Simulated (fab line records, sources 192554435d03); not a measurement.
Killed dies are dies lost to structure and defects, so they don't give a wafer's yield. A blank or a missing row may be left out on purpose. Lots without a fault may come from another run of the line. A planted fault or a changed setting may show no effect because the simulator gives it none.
Split-lot experiment | flow n5_finfet | 7 lots, 39 wafers read, on a route of 1938 steps

THE SPLIT
At N5_SD_EPI_N_DEVELOP_08 (develop time 30 s), the setting develop_time_s was moved away from the recipe's 30 s on 12 of the 39 wafers read, by -54.3% to +54.5%. The other wafers ran this setting at the recipe's value.

The file shows no step between the split and the reading.

THE READING
cd_nm, in nm, at N5_SD_EPI_N_CD_MEAS_09 (target cd 120 nm). Fault-free wafers of this fab line usually give 120.0 nm, standard deviation 0.55 nm.

wafer  | tool, chamber at the split | develop_time_s as run, s | against the recipe | cd_nm, nm | against lot-mates on the recipe
L078.1 | litho_track-01, 0          | 13.72                    | -54.3%             | 115.0     | -4.7
L078.2 | litho_track-01, 0          | 13.72                    | -54.3%             | 115.5     | -4.2
L078.3 | litho_track-01, 0          | 30                       | recipe             | 119.8     | -
L078.4 | litho_track-01, 0          | 30                       | recipe             | 119.6     | -
L078.5 | litho_track-01, 0          | 13.72                    | -54.3%             | 115.1     | -4.6
L078.6 | litho_track-01, 0          | 30                       | recipe             | 119.7     | -
L084.1 | litho_track-04, 0          | 30                       | recipe             | 120.4     | -
L084.2 | litho_track-04, 0          | 30                       | recipe             | 120.0     | -
L084.3 | litho_track-04, 0          | 17.18                    | -42.7%             | 117.2     | -2.8
L084.4 | litho_track-04, 0          | 17.18                    | -42.7%             | 117.1     | -2.9
L084.5 | litho_track-04, 0          | 17.18                    | -42.7%             | 117.2     | -2.8
L084.6 | litho_track-04, 0          | 30                       | recipe             | 119.6     | -
L087.1 | litho_track-02, 0          | 30                       | recipe             | 119.3     | -
L087.2 | litho_track-02, 0          | 30                       | recipe             | 119.9     | -
L087.3 | litho_track-02, 0          | 30                       | recipe             | 120.1     | -
L087.4 | litho_track-02, 0          | 37.61                    | +25.4%             | 120.9     | +1.1
L087.5 | litho_track-02, 0          | 37.61                    | +25.4%             | 120.8     | +1.0
L087.6 | litho_track-02, 0          | 37.61                    | +25.4%             | 121.2     | +1.4
L088.1 | litho_track-02, 0          | 30                       | recipe             | 120.5     | -
L088.2 | litho_track-02, 0          | 30                       | recipe             | 120.6     | -
L088.3 | litho_track-02, 0          | 30                       | recipe             | 119.7     | -
L088.4 | litho_track-02, 0          | 30                       | recipe             | 120.5     | -
L088.5 | litho_track-02, 0          | 30                       | recipe             | 120.4     | -
L088.6 | litho_track-02, 0          | 30                       | recipe             | 120.0     | -
L092.2 | litho_track-04, 0          | 30                       | recipe             | 120.3     | -
L092.3 | litho_track-04, 0          | 30                       | recipe             | 120.4     | -
L092.6 | litho_track-04, 0          | 30                       | recipe             | 120.1     | -
L094.1 | litho_track-02, 0          | 30                       | recipe             | 120.2     | -
L094.2 | litho_track-02, 0          | 30                       | recipe             | 120.3     | -
L094.3 | litho_track-02, 0          | 30                       | recipe             | 119.0     | -
L094.4 | litho_track-02, 0          | 30                       | recipe             | 120.2     | -
L094.5 | litho_track-02, 0          | 30                       | recipe             | 119.2     | -
L094.6 | litho_track-02, 0          | 30                       | recipe             | 119.1     | -
L097.1 | litho_track-01, 0          | 46.36                    | +54.5%             | 121.9     | +2.0
L097.2 | litho_track-01, 0          | 30                       | recipe             | 119.3     | -
L097.3 | litho_track-01, 0          | 46.36                    | +54.5%             | 122.3     | +2.4
L097.4 | litho_track-01, 0          | 30                       | recipe             | 120.1     | -
L097.5 | litho_track-01, 0          | 46.36                    | +54.5%             | 123.2     | +3.3
L097.6 | litho_track-01, 0          | 30                       | recipe             | 120.2     | -

THE FIT
A straight line over all 39 wafers: cd_nm changes by +0.0639 nm for each +1% of develop_time_s; r = +0.94; the points scatter about the line by 0.6 nm.
The same after taking each lot's own level away (the mean of its wafers on the recipe; 39 wafers): +0.0637 nm for each +1%; r = +0.96; scatter 0.51 nm.
On that fit, the largest move of develop_time_s shifts the reading by 3.5 nm.
The lots' own levels span 119.67 to 120.28 nm, that is 1.1 times the standard deviation above.
So the lot-to-lot level changes the slope little: the two slopes agree.
Check: with one of the wafers moved furthest among these (+54.5%) left out of the fit, the line predicts +3.51 nm for it against its lot-mates. It came out at +2.03 nm against them.

OTHER SPLITS ON THESE WAFERS
These wafers also went through other splits before the reading. Each is held against what the fit with the lots' levels taken away leaves over:
other split on the same wafers          | wafers away from the commonest value | r with cd_nm (lot level and that fit taken away)
N5_ZERO_LAYER_DEVELOP_10 develop_time_s | 12                                   | -0.13
N5_FIN_SAQP_ALD_61 ald_cycles           | 12                                   | +0.29

THE WHOLE CHAIN: every reading that the file lists as answering this split, in the file's order
step                   | what it does                                           | reading                                                         | change (the file's fit)                | r (the file's)
N5_SD_EPI_N_CD_MEAS_09 | target cd 120 nm                                       | cd_nm                                                           | +0.0638 nm for each +1% of the setting | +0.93
N5_SD_EPI_N_DESCUM_14  | chemistry O2, time 7.9 s                               | SD_EPI_N.cd_nm (the simulator's own value, which no gauge read) | +0.0619 nm for each +1% of the setting | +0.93
N5_SD_EPI_N_ETCH_34    | etches SiARC in CF4, target depth 45.5 nm, time 75.8 s | SD_EPI_N.cd_nm (the simulator's own value, which no gauge read) | +0.063 nm for each +1% of the setting  | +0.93

THE FILE'S OWN FIT
cd_nm changes by +0.0638 nm for each +1% of develop_time_s, r = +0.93.
